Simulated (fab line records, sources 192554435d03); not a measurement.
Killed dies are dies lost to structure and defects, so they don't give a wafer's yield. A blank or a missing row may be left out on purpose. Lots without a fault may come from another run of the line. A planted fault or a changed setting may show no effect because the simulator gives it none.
Chamber matching | flow n5_finfet | N5_PMOS_HMC_CHANNEL_EPI_FIN_RECESS_16 on rie_si-02: 4 sister chambers
The step chemistry HBr/Cl2, target Si, target depth 54 nm, time 18 s. 4 wafers are shown with their chamber, then 8 later ones without.

WAFERS WITH THEIR CHAMBER
wafer  | chamber | drypump_motor_current_A (A)
L075.3 | 0       | 5.6
L087.2 | 3       | 6.2
L087.5 | 1       | 6.6
L089.2 | 2       | 5.7

WAFERS WITHOUT THEIR CHAMBER
wafer  | drypump_motor_current_A (A)
L089.3 | 6.7
L089.5 | 6.2
L091.2 | 5.7
L091.5 | 5.7
L091.6 | 6.2
L093.3 | 6.6
L093.4 | 6.7
L093.6 | 5.6

WHICH CHAMBER EACH WENT THROUGH
wafer  | from the rows above | in truth
L089.3 | 1                   | 1
L089.5 | 3                   | 3
L091.2 | 2                   | 2
L091.5 | 2                   | 2
L091.6 | 3                   | 3
L093.3 | 1                   | 1
L093.4 | 1                   | 1
L093.6 | 0                   | 0
Placed correctly: 8 of 8. Can't be placed from these rows: 0. Placed wrongly: 0.
How it was worked out, from the rows above alone: a wafer's distance from a chamber is the root of the sum, over the readings, of the square of ((its reading less the chamber's mean) divided by the reading's scatter). The wafer belongs to the nearest chamber; if the next one is less than 2 further off, it can't be placed. A chamber's mean is the mean of its shown wafers. The scatter: with one shown wafer a chamber, the root of the mean of the squares of how far each hidden wafer lies from its nearest shown one.
